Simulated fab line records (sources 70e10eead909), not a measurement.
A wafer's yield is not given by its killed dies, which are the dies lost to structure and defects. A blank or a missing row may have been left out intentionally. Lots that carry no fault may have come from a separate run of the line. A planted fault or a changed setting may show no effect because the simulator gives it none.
A struck lot beside a sound one :: flow nand harc :: 15 out of 1159 route steps
Sound: wafers L879.1, L879.3, L879.4. The struck wafers were L884.3, L884.5, L884.6. The cause is named last.
Each step with rows lists, per side, the tool, then ch with its chambers, then its first start. Under that, the readings that differ: sound wafers :: struck wafers :: difference of the means :: sigmas: that difference in standard deviations of wafers without a fault.
alike: readings whose means differ by less than 2 such deviations, and words and numbers that are the same on both sides. not compared: withheld readings, readings that some wafer has no value for, bounds like >300 that may hide the same value, and numbers for which the record gives no deviation and whose values overlap.
The two part at a step that has a row with sigmas, a row that says differs or no value, or rows on one side only. When numbers do not overlap yet have no deviation, they are printed without sigmas and do not part them. Lack of a reading on every wafer of one side parts them only where that side has two or more wafers.

first, 1 step without rows for these wafers: NHARC_P_CONTACT_DESCUM_17 (chemistry O2, time 3 s).
NHARC_P_CONTACT_ETCH_35: etches the open film in CF4, target depth 39 nm, time 65 s.
  sound on rie diel-08 ch 1,2,3, day 5 15:34; struck on rie diel-08 ch 0,2,3, day 7 03:31
  alike: drypump motor current A, mfc ar sccm, oes product au, rf vpp V, showerhead plenum p Torr, throttle valve pct
  not compared: rf hours counter h
NHARC_P_CONTACT_ETCH_36: etches the open film in N2/H2, target depth 260 nm, time 406.25 s.
  sound on rie diel-08 ch 0,1,3; struck on rie diel-08 ch 0,3
  alike: drypump motor current A, mfc ar sccm, oes product au, rf vpp V, showerhead plenum p Torr, throttle valve pct
  not compared: rf hours counter h
NHARC_P_CONTACT_ETCH_18: etches the open film in C4F8/O2/Ar, target depth 481 nm, time 240.5 s.
  sound on rie diel-08 ch 0,1,2; struck on rie diel-08 ch 0,1,2
  alike: oes product au, rf vpp V
  not compared: rf hours counter h
then, 2 steps without rows for these wafers: NHARC_P_CONTACT_STRIP_37 (strips in C4F8/O2/Ar); NHARC_P_CONTACT_ETCH_31 (etches the open film in CH3F/O2, target depth 30 nm, time 85.7 s).
NHARC_P_CONTACT_CD_MEAS_19:
  sound on cd sem-02 at day 5 16:20; struck on cd sem-03 at day 7 04:18
  alike: cd nm
then, 2 steps without rows for these wafers: NHARC_P_CONTACT_STRIP_28 (strips in O2); NHARC_P_CONTACT_STRIP_29 (strips in post etch residue remover, time 1200 s).
NHARC_P_CONTACT_DEGAS_38: time 60 s.
  sound on pvd sputter-02 at day 5 17:03; struck on pvd sputter-01 at day 7 05:01
  alike: heater power w
then, 1 step without rows for these wafers: NHARC_P_CONTACT_PRE_CLEAN_39 (time 19.5 s).
NHARC_P_CONTACT_PVD_32: deposits Ti, target thk 5 nm, time 17.7 s.
  sound on pvd sputter-02; struck on pvd sputter-01
  alike: chamber pressure pa, substrate temp c, throttle valve pct
NHARC_P_CONTACT_ALD_22: deposits TiN, target thk 3 nm, pulse time 1 s, ald cycles 150.
  sound on ald metal-01 ch 0,2,3, day 5 17:20; struck on ald metal-01 ch 1,2,3, day 7 05:19
  no value came back on the struck wafers for any of 6 readings (ald cycles, heater power outer w (W) and others); on the sound wafers ald cycles reads 150 150 150
then, 1 step without rows for these wafers: NHARC_P_CONTACT_CVD_23 (deposits W, target thk 200 nm, time 557 s).
-- the record jumps here: 14 days lie between the struck wafers' starts before and after (it left off in module P_CONTACT and takes up again in module END, whose first step shown is number 1159 of the route) --
NHARC_END_SORT_01:
  the record has rows for the struck wafers here (prober-02 ch 0, day 21 05:02) and none for the sound ones

## WHERE THEY PART
At NHARC_P_CONTACT_ALD_22 first; at NHARC_END_SORT_01 last (within this record only).

WHY: what the simulator had put in
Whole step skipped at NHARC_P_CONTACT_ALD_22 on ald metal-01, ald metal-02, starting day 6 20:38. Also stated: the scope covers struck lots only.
